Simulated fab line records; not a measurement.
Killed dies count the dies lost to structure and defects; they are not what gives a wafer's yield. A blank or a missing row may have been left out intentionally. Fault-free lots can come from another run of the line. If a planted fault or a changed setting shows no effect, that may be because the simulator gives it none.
Split-lot study / flow n5Finfet / 7 lots, 21 wafers read, on a route of 1938 steps

== ABOUT THE SPLIT ==
At N5_BEOL_M7_ILD_DEP_00 (deposits SiCOH lowk from DEMS/porogen, target thk 179.75 nm, time 33.4 s), the setting timeS was moved away from the recipe's 33.4 s on 4 of the 21 wafers read, by -14.5% to -9.0%. This setting was run at the recipe's value on the other wafers.

== FROM SPLIT TO READING: 1 step shown by the file between the two ==
- N5_BEOL_M7_CURE_74: cures SiCOH lowk, time 240 s

== THE READING ==
M7_ILD_THK in nanometres, read at N5_BEOL_M7_THK_MEAS_01. Fault-free wafers of this fab line usually give 154.5 nm, standard deviation 2 nm.

wafer=L077.1; tool, chamber at the split=pecvd-01, 0; timeS as run, s=29.83; against the recipe=-10.7%; M7_ILD_THK, nm=137.5; against lot-mates on the recipe=-18.9
wafer=L077.5; tool, chamber at the split=pecvd-01, 0; timeS as run, s=33.4; against the recipe=recipe; M7_ILD_THK, nm=155.7; against lot-mates on the recipe=-
wafer=L077.6; tool, chamber at the split=pecvd-01, 2; timeS as run, s=33.4; against the recipe=recipe; M7_ILD_THK, nm=157.1; against lot-mates on the recipe=-
wafer=L079.1; tool, chamber at the split=pecvd-04, 0,2; timeS as run, s=33.4; against the recipe=recipe; M7_ILD_THK, nm=152.4; against lot-mates on the recipe=-
wafer=L079.3; tool, chamber at the split=pecvd-04, 2; timeS as run, s=33.4; against the recipe=recipe; M7_ILD_THK, nm=152.1; against lot-mates on the recipe=-
wafer=L079.4; tool, chamber at the split=pecvd-04, 0,2; timeS as run, s=33.4; against the recipe=recipe; M7_ILD_THK, nm=152.4; against lot-mates on the recipe=-
wafer=L082.1; tool, chamber at the split=pecvd-01, 0; timeS as run, s=30.41; against the recipe=-9.0%; M7_ILD_THK, nm=139.4; against lot-mates on the recipe=-12.2
wafer=L082.3; tool, chamber at the split=pecvd-01, 2; timeS as run, s=33.4; against the recipe=recipe; M7_ILD_THK, nm=151.6; against lot-mates on the recipe=-
wafer=L082.6; tool, chamber at the split=pecvd-01, 1; timeS as run, s=30.41; against the recipe=-9.0%; M7_ILD_THK, nm=140.1; against lot-mates on the recipe=-11.5
wafer=L083.1; tool, chamber at the split=pecvd-02, 1; timeS as run, s=33.4; against the recipe=recipe; M7_ILD_THK, nm=152.6; against lot-mates on the recipe=-
wafer=L083.4; tool, chamber at the split=pecvd-02, 0; timeS as run, s=33.4; against the recipe=recipe; M7_ILD_THK, nm=156.0; against lot-mates on the recipe=-
wafer=L083.5; tool, chamber at the split=pecvd-02, 2; timeS as run, s=33.4; against the recipe=recipe; M7_ILD_THK, nm=156.5; against lot-mates on the recipe=-
wafer=L086.1; tool, chamber at the split=pecvd-01, 2; timeS as run, s=28.56; against the recipe=-14.5%; M7_ILD_THK, nm=132.1; against lot-mates on the recipe=-19.4
wafer=L086.2; tool, chamber at the split=pecvd-01, 1; timeS as run, s=33.4; against the recipe=recipe; M7_ILD_THK, nm=151.9; against lot-mates on the recipe=-
wafer=L086.3; tool, chamber at the split=pecvd-01, 0; timeS as run, s=33.4; against the recipe=recipe; M7_ILD_THK, nm=151.1; against lot-mates on the recipe=-
wafer=L091.1; tool, chamber at the split=pecvd-01, 0,1; timeS as run, s=33.4; against the recipe=recipe; M7_ILD_THK, nm=153.9; against lot-mates on the recipe=-
wafer=L091.2; tool, chamber at the split=pecvd-01, 2; timeS as run, s=33.4; against the recipe=recipe; M7_ILD_THK, nm=153.3; against lot-mates on the recipe=-
wafer=L091.5; tool, chamber at the split=pecvd-01, 0,1; timeS as run, s=33.4; against the recipe=recipe; M7_ILD_THK, nm=154.2; against lot-mates on the recipe=-
wafer=L095.3; tool, chamber at the split=pecvd-02, 2; timeS as run, s=33.4; against the recipe=recipe; M7_ILD_THK, nm=154.4; against lot-mates on the recipe=-
wafer=L095.4; tool, chamber at the split=pecvd-02, 2; timeS as run, s=33.4; against the recipe=recipe; M7_ILD_THK, nm=157.9; against lot-mates on the recipe=-
wafer=L095.5; tool, chamber at the split=pecvd-02, 0; timeS as run, s=33.4; against the recipe=recipe; M7_ILD_THK, nm=156.7; against lot-mates on the recipe=-
If several chambers appear in one row, that row covers several wafers at once and the file leaves open which wafer was in which chamber.

FIT RESULTS
A straight line over all 21 wafers: M7_ILD_THK changes by +1.55 nm for each +1% of timeS; r = +0.96; the points scatter about the line by 2 nm.
The same after taking each lot's own level away (the mean of its wafers on the recipe; 21 wafers): +1.43 nm for each +1%; r = +0.98; scatter 1.3 nm.
On that fit, the largest move of timeS shifts the reading by 21 nm.
Measured against the standard deviation above, the lots' own levels, which go from 151.50 to 156.40 nm, span 2.4 times it.
Consequently the slope shifts little with the lot-to-lot level, the two slopes agreeing.
Check: with one of the wafers moved furthest among these (-14.5%) left out of the fit, the line predicts -21.9 nm for it against its lot-mates. It came out at -19.4 nm against them.

== OTHER SPLITS ON THESE WAFERS ==
Before the reading, these wafers also passed through other splits. Each is held against what the fit with the lots' levels taken away leaves over:
other split on the same wafers=N5_BEOL_M6_ETCH_66 biasW; wafers away from the commonest value=3; r with M7_ILD_THK (lot level and that fit taken away)=+0.16

== THE WHOLE CHAIN: every reading that the file lists as answering this split, in the file's order ==
step=N5_BEOL_M7_ILD_DEP_00; what it does=deposits SiCOH lowk from DEMS/porogen, target thk 179.75 nm, time 33.4 s; reading=SiCOH_lowk_of_BEOL_M7_ILD_DEP_00.thkNm (the simulator's own value, which no gauge read); change (the file's fit)=+1.68 nm for each +1% of the setting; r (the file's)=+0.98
step=N5_BEOL_M7_CURE_74; what it does=cures SiCOH lowk, time 240 s; reading=SiCOH_lowk_of_BEOL_M7_ILD_DEP_00.thkNm (the simulator's own value, which no gauge read); change (the file's fit)=+1.47 nm for each +1% of the setting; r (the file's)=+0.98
step=N5_BEOL_M7_THK_MEAS_01; what it does=; reading=M7_ILD_THK; change (the file's fit)=+1.45 for each +1% of the setting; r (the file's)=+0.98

== FILE'S OWN FIT ==
M7_ILD_THK changes by +1.45 nm for each +1% of timeS, r = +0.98.
